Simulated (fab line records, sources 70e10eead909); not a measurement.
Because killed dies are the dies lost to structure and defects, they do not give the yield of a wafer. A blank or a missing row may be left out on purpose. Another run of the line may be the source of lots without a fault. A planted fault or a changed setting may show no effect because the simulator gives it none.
Chamber matching || flow nand harc || 4 sister chambers for NHARC_A_STAIRCASE_ETCH_169 on rie diel-11
The step etches the open film in CH3F/O2, target depth 50 nm, time 107.1 s. 20 wafers are shown with their chamber, then 10 later ones without.

== WAFERS, EACH WITH ITS CHAMBER ==
{"wafer": "L078.1", "chamber": 2, "showerhead plenum p Torr (Torr)": 2.31, "drypump motor current A (A)": 5.9, "rf vpp V (V)": 242.9}
{"wafer": "L078.3", "chamber": 1, "showerhead plenum p Torr (Torr)": 2.54, "drypump motor current A (A)": 5.8, "rf vpp V (V)": 245.0}
{"wafer": "L078.6", "chamber": 0, "showerhead plenum p Torr (Torr)": 2.65, "drypump motor current A (A)": 6.1, "rf vpp V (V)": 247.1}
{"wafer": "L077.1", "chamber": 1, "showerhead plenum p Torr (Torr)": 2.54, "drypump motor current A (A)": 5.8, "rf vpp V (V)": 245.1}
{"wafer": "L077.4", "chamber": 0, "showerhead plenum p Torr (Torr)": 2.65, "drypump motor current A (A)": 6.0, "rf vpp V (V)": 246.1}
{"wafer": "L077.6", "chamber": 3, "showerhead plenum p Torr (Torr)": 2.51, "drypump motor current A (A)": 5.3, "rf vpp V (V)": 246.1}
{"wafer": "L079.4", "chamber": 3, "showerhead plenum p Torr (Torr)": 2.51, "drypump motor current A (A)": 5.3, "rf vpp V (V)": 245.5}
{"wafer": "L079.5", "chamber": 0, "showerhead plenum p Torr (Torr)": 2.65, "drypump motor current A (A)": 6.1, "rf vpp V (V)": 247.4}
{"wafer": "L079.6", "chamber": 2, "showerhead plenum p Torr (Torr)": 2.31, "drypump motor current A (A)": 5.9, "rf vpp V (V)": 240.9}
{"wafer": "L081.2", "chamber": 3, "showerhead plenum p Torr (Torr)": 2.51, "drypump motor current A (A)": 5.3, "rf vpp V (V)": 244.4}
{"wafer": "L081.3", "chamber": 0, "showerhead plenum p Torr (Torr)": 2.65, "drypump motor current A (A)": 6.0, "rf vpp V (V)": 249.2}
{"wafer": "L081.6", "chamber": 3, "showerhead plenum p Torr (Torr)": 2.51, "drypump motor current A (A)": 5.3, "rf vpp V (V)": 245.9}
{"wafer": "L084.2", "chamber": 0, "showerhead plenum p Torr (Torr)": 2.65, "drypump motor current A (A)": 6.0, "rf vpp V (V)": 247.9}
{"wafer": "L084.4", "chamber": 3, "showerhead plenum p Torr (Torr)": 2.51, "drypump motor current A (A)": 5.3, "rf vpp V (V)": 243.8}
{"wafer": "L084.5", "chamber": 3, "showerhead plenum p Torr (Torr)": 2.51, "drypump motor current A (A)": 5.3, "rf vpp V (V)": 245.2}
{"wafer": "L085.1", "chamber": 0, "showerhead plenum p Torr (Torr)": 2.64, "drypump motor current A (A)": 6.0, "rf vpp V (V)": 248.2}
{"wafer": "L085.2", "chamber": 1, "showerhead plenum p Torr (Torr)": 2.54, "drypump motor current A (A)": 5.8, "rf vpp V (V)": 244.6}
{"wafer": "L085.6", "chamber": 1, "showerhead plenum p Torr (Torr)": 2.54, "drypump motor current A (A)": 5.8, "rf vpp V (V)": 243.6}
{"wafer": "L087.1", "chamber": 3, "showerhead plenum p Torr (Torr)": 2.51, "drypump motor current A (A)": 5.3, "rf vpp V (V)": 244.9}
{"wafer": "L087.2", "chamber": 1, "showerhead plenum p Torr (Torr)": 2.54, "drypump motor current A (A)": 5.8, "rf vpp V (V)": 245.2}

SIGNATURES (means of the wafers above)
{"reading": "showerhead plenum p Torr", "chamber 0": 2.6483, "chamber 1": 2.5400, "chamber 2": 2.3100, "chamber 3": 2.5100, "scatter within a chamber": 0.00228}
{"reading": "drypump motor current A", "chamber 0": 6.033, "chamber 1": 5.800, "chamber 2": 5.900, "chamber 3": 5.300, "scatter within a chamber": 0.0289}
{"reading": "rf vpp V", "chamber 0": 247.650, "chamber 1": 244.700, "chamber 2": 241.900, "chamber 3": 245.114, "scatter within a chamber": 0.911}
Rule: a wafer lies at a distance from a chamber equal to the root of the sum of squares, over the readings, of (its reading less the chamber's mean, divided by the reading's scatter). If the next closest chamber is less than 2 further off than the closest, the wafer can't be placed; otherwise it belongs to the closest. The scatter: take each reading less its chamber's mean, square it, sum over the shown wafers, divide by the number of wafers less the number of chambers, and take the root.

== WAFERS WITH NO CHAMBER GIVEN ==
{"wafer": "L087.6", "showerhead plenum p Torr (Torr)": 2.54, "drypump motor current A (A)": 5.8, "rf vpp V (V)": 245.0}
{"wafer": "L089.2", "showerhead plenum p Torr (Torr)": 2.64, "drypump motor current A (A)": 6.1, "rf vpp V (V)": 246.5}
{"wafer": "L089.4", "showerhead plenum p Torr (Torr)": 2.54, "drypump motor current A (A)": 5.8, "rf vpp V (V)": 243.9}
{"wafer": "L089.5", "showerhead plenum p Torr (Torr)": 2.50, "drypump motor current A (A)": 5.3, "rf vpp V (V)": 244.9}
{"wafer": "L095.2", "showerhead plenum p Torr (Torr)": 2.50, "drypump motor current A (A)": 5.3, "rf vpp V (V)": 244.2}
{"wafer": "L095.4", "showerhead plenum p Torr (Torr)": 2.64, "drypump motor current A (A)": 6.1, "rf vpp V (V)": 246.7}
{"wafer": "L095.5", "showerhead plenum p Torr (Torr)": 2.50, "drypump motor current A (A)": 5.3, "rf vpp V (V)": 245.1}
{"wafer": "L094.1", "showerhead plenum p Torr (Torr)": 2.64, "drypump motor current A (A)": 6.0, "rf vpp V (V)": 247.6}
{"wafer": "L094.3", "showerhead plenum p Torr (Torr)": 2.53, "drypump motor current A (A)": 5.8, "rf vpp V (V)": 244.5}
{"wafer": "L094.6", "showerhead plenum p Torr (Torr)": 2.30, "drypump motor current A (A)": 5.9, "rf vpp V (V)": 242.5}

== EACH ONE'S CHAMBER ==
{"wafer": "L087.6", "from the rows above": 1, "in truth": 1}
{"wafer": "L089.2", "from the rows above": 0, "in truth": 0}
{"wafer": "L089.4", "from the rows above": 1, "in truth": 1}
{"wafer": "L089.5", "from the rows above": 3, "in truth": 3}
{"wafer": "L095.2", "from the rows above": 3, "in truth": 3}
{"wafer": "L095.4", "from the rows above": 0, "in truth": 0}
{"wafer": "L095.5", "from the rows above": 3, "in truth": 3}
{"wafer": "L094.1", "from the rows above": 0, "in truth": 0}
{"wafer": "L094.3", "from the rows above": 1, "in truth": 1}
{"wafer": "L094.6", "from the rows above": 2, "in truth": 2}
Correct placement for 10 of the 10. From these rows, 0 cannot be placed. Placed wrongly: 0.
